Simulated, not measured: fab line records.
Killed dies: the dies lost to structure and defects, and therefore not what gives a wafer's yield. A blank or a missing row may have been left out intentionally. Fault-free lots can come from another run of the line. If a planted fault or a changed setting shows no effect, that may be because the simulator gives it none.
Chamber matching | flow nand_harc | NHARC_A_STAIRCASE_ETCH_444 on rie_diel-05: 4 sister chambers
The step etches the open film in C4F8/O2, target depth 20400 nm, time 6800 s. 8 wafers are shown with their chamber, then 9 later ones without.

## WAFERS WITH THEIR CHAMBER
wafer  | chamber | rf_vpp_V (V) | oes_product_au (a.u.)
L079.6 | 3       | 807          | 0.930
L076.6 | 0       | 799          | 0.919
L080.2 | 3       | 808          | 0.919
L086.5 | 2       | 803          | 0.924
L086.6 | 1       | 811          | 0.910
L087.2 | 0       | 798          | 0.915
L087.4 | 2       | 803          | 0.926
L087.6 | 1       | 811          | 0.911

## WAFERS MISSING THEIR CHAMBER
wafer  | rf_vpp_V (V) | oes_product_au (a.u.)
L089.3 | 806          | 0.922
L089.6 | 799          | 0.922
L089.4 | 808          | 0.920
L095.4 | 808          | 0.943
L095.5 | 815          | 0.945
L095.6 | 810          | 0.969
L096.2 | 805          | 0.918
L096.4 | 815          | 0.919
L096.5 | 809          | 0.919

## WHICH CHAMBER EACH WENT THROUGH
wafer  | from the rows above     | in truth
L089.3 | 3                       | 3
L089.6 | 0                       | 0
L089.4 | 3                       | 3
L095.4 | 3                       | 3
L095.5 | 1                       | 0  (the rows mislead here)
L095.6 | 3                       | 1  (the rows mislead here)
L096.2 | can't be placed: 2 or 3 | 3
L096.4 | 1                       | 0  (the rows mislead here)
L096.5 | can't be placed: 3 or 1 | 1
Correctly placed: 4 of 9. Unplaceable from these rows: 2, with the true chamber sitting among the candidates in 2. Number placed wrongly: 3.
How it was worked out, from the rows above alone: a wafer's distance from a chamber is the root of the sum, over the readings, of the square of ((its reading less the chamber's mean) divided by the reading's scatter). If the next closest chamber is less than 2 further off than the closest, the wafer can't be placed; otherwise it belongs to the closest. A chamber's mean is the mean of its shown wafers. How the scatter is found: for the shown wafers, subtract from each reading the mean of its chamber, square and add these, divide the total by (wafers less chambers), then take the root.
